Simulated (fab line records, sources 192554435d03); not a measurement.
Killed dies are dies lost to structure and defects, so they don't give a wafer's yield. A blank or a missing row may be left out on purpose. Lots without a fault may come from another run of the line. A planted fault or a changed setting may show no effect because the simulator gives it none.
A struck lot beside a sound one | flow n5_finfet | 16 steps out of a route of 1938
Sound: wafers L163.2, L163.3, L163.6. Struck: wafer L169.1. (L169.2, L169.3 of the same lot were not struck and are left out.) The cause comes at the end.
At each step with rows: each side's tool, then ch and its chambers, then its first start. Under that, the readings that differ: sound wafers | struck wafers | difference of the means | sigmas: that difference in standard deviations of wafers without a fault.
alike: readings whose means differ by less than 2 such deviations, and words and numbers that are the same on both sides. not compared: withheld readings, readings that some wafer has no value for, bounds like >300 that may hide the same value, and numbers for which the record gives no deviation and whose values overlap.
The two part at a step that has a row with sigmas, a row that says differs or no value, or rows on one side only. Numbers that don't overlap but have no deviation are shown without sigmas and don't part them. A reading that every wafer of one side lacks parts them only if that side has two wafers or more.

first, 5 steps without rows for these wafers: N5_BEOL_M0_SAQP_EBR_10; N5_BEOL_M0_SAQP_SOFTBAKE_09 (time 60 s); N5_BEOL_M0_SAQP_EXPOSE_11 (exposes mask M0 CORE, target cd 42 nm); N5_BEOL_M0_SAQP_PEB_12 (peb time 60 s); N5_BEOL_M0_SAQP_DEVELOP_13 (develop time 30 s).
N5_BEOL_M0_SAQP_CD_MEAS_14: target cd 42.5 nm.
  sound on cd_sem-03 ch 0, day 6 02:14; struck on cd_sem-03 ch 0, day 7 11:50
  alike: cd_nm
N5_BEOL_M0_SAQP_OVL_MEAS_15:
  sound on overlay-01 ch 0, day 6 02:16; struck on overlay-02 ch 0, day 7 11:52
  alike: M0_CORE_OVL
N5_BEOL_M0_SAQP_INSPECT_16: inspects for defects (brightfield).
  sound on defect_inspect-01, day 6 02:17; struck on defect_inspect-02, day 7 11:53
  alike: raw_defect_count
N5_BEOL_M0_SAQP_DESCUM_19: chemistry O2, time 7.9 s.
  sound on rie_diel-02 ch 0,1, day 6 02:19; struck on rie_diel-02 ch 1, day 7 11:55
  alike: drypump_motor_current_A, oes_product_au, rf_vpp_V, showerhead_plenum_p_Torr, throttle_valve_pct
  not compared: rf_hours_counter_h
N5_BEOL_M0_SAQP_ETCH_83: etches SiARC in CF4, target depth 39 nm, time 65 s.
  sound on rie_diel-02 ch 0,1, day 6 02:22; struck on rie_diel-02 ch 1, day 7 11:57
  alike: drypump_motor_current_A, etch_rf_on_time_s, oes_product_au, rf_vpp_V, showerhead_plenum_p_Torr, throttle_valve_pct
  not compared: rf_hours_counter_h
N5_BEOL_M0_SAQP_ETCH_84: etches SOC in N2/H2, target depth 100 nm, overetch 20 nm, time 150 s.
  sound on rie_diel-02 ch 0,1, day 6 02:25; struck on rie_diel-02 ch 1, day 7 12:00
  reading                | sound             | struck | difference | sigmas
  throttle_valve_pct (%) | 18.08 17.45 17.45 | 18.12  | +0.46      | +2
  alike: drypump_motor_current_A, oes_product_au, rf_vpp_V, showerhead_plenum_p_Torr
  not compared: rf_hours_counter_h
then, 1 step without rows for these wafers: N5_BEOL_M0_SAQP_STRIP_80 (strips in N2/H2).
N5_BEOL_M0_SAQP_HM_OPEN_112: chemistry CHF3/O2, target SiO2, stops on a-Si, target depth 12 nm, time 13.5 s.
  sound on rie_diel-02 ch 0,1, day 6 02:31; struck on rie_diel-02 ch 1, day 7 12:07
  reading                                         | sound     | struck | difference | sigmas
  model.SiARC_of_BEOL_M0_SAQP_COAT_82.thk_nm (nm) | 5.4 5.2 5 | 12.8   | +7.6       |
  alike: drypump_motor_current_A, oes_product_au, rf_vpp_V, showerhead_plenum_p_Torr, throttle_valve_pct
  not compared: rf_hours_counter_h
then, 1 step without rows for these wafers: N5_BEOL_M0_SAQP_STRIP_113 (strips in CHF3/O2).
-- the record jumps here: 3 days lie between the struck wafers' starts before and after (it left off in module BEOL_M0_SAQP and takes up again in module BEOL_M4, whose first step shown is number 1111 of the route) --
N5_BEOL_M4_RC_MEAS_101:
  sound on prober-02 ch 0, day 8 23:26; struck on prober-01 ch 0, day 10 14:16
  alike: DIBL_N, DIBL_P, IOFF_N, IOFF_P, ION_N, ION_P, SS_N, SS_P, VT_N, VT_P
-- the record jumps here: 4 days lie between the struck wafers' starts before and after (it left off in module BEOL_M4 and takes up again in module PASSIVATION, whose first step shown is number 1936 of the route) --
N5_PASSIVATION_PROBE_49:
  sound on prober-02, day 14 10:43; struck on prober-02, day 15 02:11
  alike: defect_limited_yield, killed_at_M0_to_M3, killed_at_M4_up, killed_at_contacts, killed_at_front_end, killed_at_other, killed_dies, killed_open, killed_short, sort_bin_5_function, sort_bin_6_memory, sort_bin_8_speed, sort_n_pass, sort_yield_pct

WHERE THEY PART
Only at N5_BEOL_M0_SAQP_ETCH_84, within this record. Later steps at which nothing parts them and some readings are alike: N5_BEOL_M0_SAQP_HM_OPEN_112, N5_BEOL_M4_RC_MEAS_101, N5_PASSIVATION_PROBE_49.

WHY: what the simulator had put in
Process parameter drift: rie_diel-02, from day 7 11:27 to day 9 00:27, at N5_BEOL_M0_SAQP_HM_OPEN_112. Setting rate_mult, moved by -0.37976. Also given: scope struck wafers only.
